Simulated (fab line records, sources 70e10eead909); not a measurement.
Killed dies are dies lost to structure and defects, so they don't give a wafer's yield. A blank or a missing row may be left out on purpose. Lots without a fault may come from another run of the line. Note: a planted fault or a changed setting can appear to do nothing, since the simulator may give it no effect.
Check of tool commonality | flow nand-harc | Sample size 2 lots and 6 wafers

THE REASON FOR OPENING IT
Flagged at NHARC_END_SORT_01: reading killed-at-periphery, on 2 of 2 lots. No-fault wafers: 3.6, standard deviation 2.3.
Rule: a lot is flagged when every wafer of it that has a number lies more than 4 standard deviations from that mean, or none has a number. All remaining lots are regarded as sound.

lot  | measured     | on        | killed-at-periphery, wafer by wafer | flag
L513 | day 23 18:08 | prober-02 | 646 641 647                         | FLAGGED
L514 | day 24 18:20 | prober-01 | 670 665 664                         | FLAGGED
Averaged over the flagged lots the numbers come to 655.5, +651.9 from the usual (+99 or more standard deviations).

WHICH TOOL RAN EACH LOT
The record holds 2 process steps before the reading, out of a route of 1159 steps. In each cell: the tool, then ch and the chambers that the sampled wafers went through, then the start.
lot  | flag    | NHARC_P_GATE_ETCH_114                        | NHARC_P_GATE_ETCHBACK_37
L513 | FLAGGED | rie-diel-06 ch 1,2,3, day 9 11:16 or earlier | rie-diel-13 ch 1,2,3, day 9 11:16
L514 | FLAGGED | rie-diel-03 ch 1,3, day 9 11:17 or earlier   | rie-diel-03 ch 0,2,3, day 9 11:17
What the steps here do:
- NHARC_P_GATE_ETCH_114: etches the open film in CF4/O2, target depth 30 nm, overetch 3 nm, time 16.5 s.
- NHARC_P_GATE_ETCHBACK_37: etches the open film in CHF3/O2, target depth 34.5 nm, time 17.2 s.
- NHARC_END_SORT_01

FLAGGED OVER TOTAL, TOOL BY TOOL (the gauges that took the reading come last)
step                     | tool        | lots run | flagged | share of the flagged lots | sound lots run after its first flagged lot
NHARC_P_GATE_ETCH_114    | rie-diel-03 | 1        | 1       | some                      | 0
NHARC_P_GATE_ETCH_114    | rie-diel-06 | 1        | 1       | some                      | 0
NHARC_P_GATE_ETCHBACK_37 | rie-diel-03 | 1        | 1       | some                      | 0
NHARC_P_GATE_ETCHBACK_37 | rie-diel-13 | 1        | 1       | some                      | 0
NHARC_END_SORT_01        | prober-01   | 1        | 1       | some                      | 0
NHARC_END_SORT_01        | prober-02   | 1        | 1       | some                      | 0
With no start given for some of its lots, NHARC_P_GATE_ETCH_114 uses the hours and lot order of NHARC_P_GATE_ETCHBACK_37.

WHAT THE TABLE ALLOWS
No row of the table ran every flagged lot.

WHAT HAD BEEN PUT IN BY THE SIMULATOR
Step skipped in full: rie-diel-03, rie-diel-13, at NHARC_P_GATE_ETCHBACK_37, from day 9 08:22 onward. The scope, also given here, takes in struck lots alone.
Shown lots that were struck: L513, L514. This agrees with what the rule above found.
